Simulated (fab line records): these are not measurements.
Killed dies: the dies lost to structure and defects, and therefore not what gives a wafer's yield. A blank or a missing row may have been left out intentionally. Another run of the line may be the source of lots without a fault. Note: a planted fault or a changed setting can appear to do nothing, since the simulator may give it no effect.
Problem report in the 8D (eight disciplines) form, filled by code	flow nandHarc	the parts of the form that need people (team, actions taken, sign-off) are left out

== 1. WHAT IS WRONG ==
thkNm at NHARC_A_ONON_D2_THK_MEAS_02 reads a mean of 1882 nm on 2 wafers of 2 lots; wafers without a fault read 997 nm with a standard deviation of 9.6. That puts it +92 standard deviations away from the usual mean.
The step: measures by ellipsometry.
The first sign was on wafer L781.1 at day 14 23:58, on filmMetro-02. At this step, 41 wafers from 14 lots have a number in the record. By rule, "out" or "out of limits" means more than 4 standard deviations away from the usual mean. The other wafers with a number count as sound.

== 2. WHAT IT IS; WHAT IT IS NOT ==
question	is	is not
which readings at this step	thkNm	-
which lots	L781, L784	L775, L776, L778, L779, L780, L782, L792, L793, L794, L795, L796, L798
which wafers of those lots	L781.1, L784.2	L781.4, L781.5, L784.5
read on which gauges	filmMetro-01, filmMetro-02	-
when	from day 14 23:58	up to then (17 sound wafers); but 22 sound wafers of L782, L784, L792, L793, L794, L795, L796, L798 came after

== 3. SUSPECTS, AND WHAT RULES EACH OUT ==
Counting: a tool at a process step up to the reading stays a suspect if it ran every lot that is out. Sound lots after the first of them don't rule it out here, since some wafers of a struck lot are sound.
- ruled out: the gauge at NHARC_A_ONON_D2_THK_MEAS_02. Those wafers that are out were read across 2 gauges (filmMetro-01, filmMetro-02).
- pecvdOnon-03 at NHARC_A_ONON_D2_DEP_00 (target thk 1000 nm): kept. It processed each lot that is out (first: L781, day 14 23:27); up to then, its last sound lot is L780 (day 14 14:26).
Remaining after the count: pecvdOnon-03 at NHARC_A_ONON_D2_DEP_00.

== 4. THE CAUSE (what the simulator had put in) ==
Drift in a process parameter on pecvdOnon-03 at NHARC_A_ONON_D2_DEP_00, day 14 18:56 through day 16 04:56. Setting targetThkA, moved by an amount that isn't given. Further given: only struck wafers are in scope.
After counting, this tool was the only one left.

== 5. THE CHAIN OF EFFECTS, in route order ==
One row per reading whose mean, taken over the struck wafers that have a number, lies over 3 standard deviations from the usual. Only readings whose record carries a usual standard deviation are examined. hours: median over the lots of the time between each lot's start at the first step of this table that gives one and its start at this step. sigmas: the change, counted in usual standard deviations.
hours	step	reading	usual	on struck wafers	change	sigmas
0	NHARC_A_ONON_D2_THK_MEAS_02	thkNm	997 nm	1882	+884	+92
285	NHARC_END_SORT_01	killedAtArray	54	674	+620	+36
285	NHARC_END_SORT_01	killedDies	58	677	+619	+36

== 6. WHAT WOULD HAVE CAUGHT IT SOONER ==
In this record the first reading out of limits at a measuring or inspecting step was taken at day 14 23:58, 5 hours after the fault began at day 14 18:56.
Lots out: 2; of these, L784 started NHARC_A_ONON_D2_DEP_00 on pecvdOnon-03 after day 14 23:58. Holding the tool at that time would have saved it.
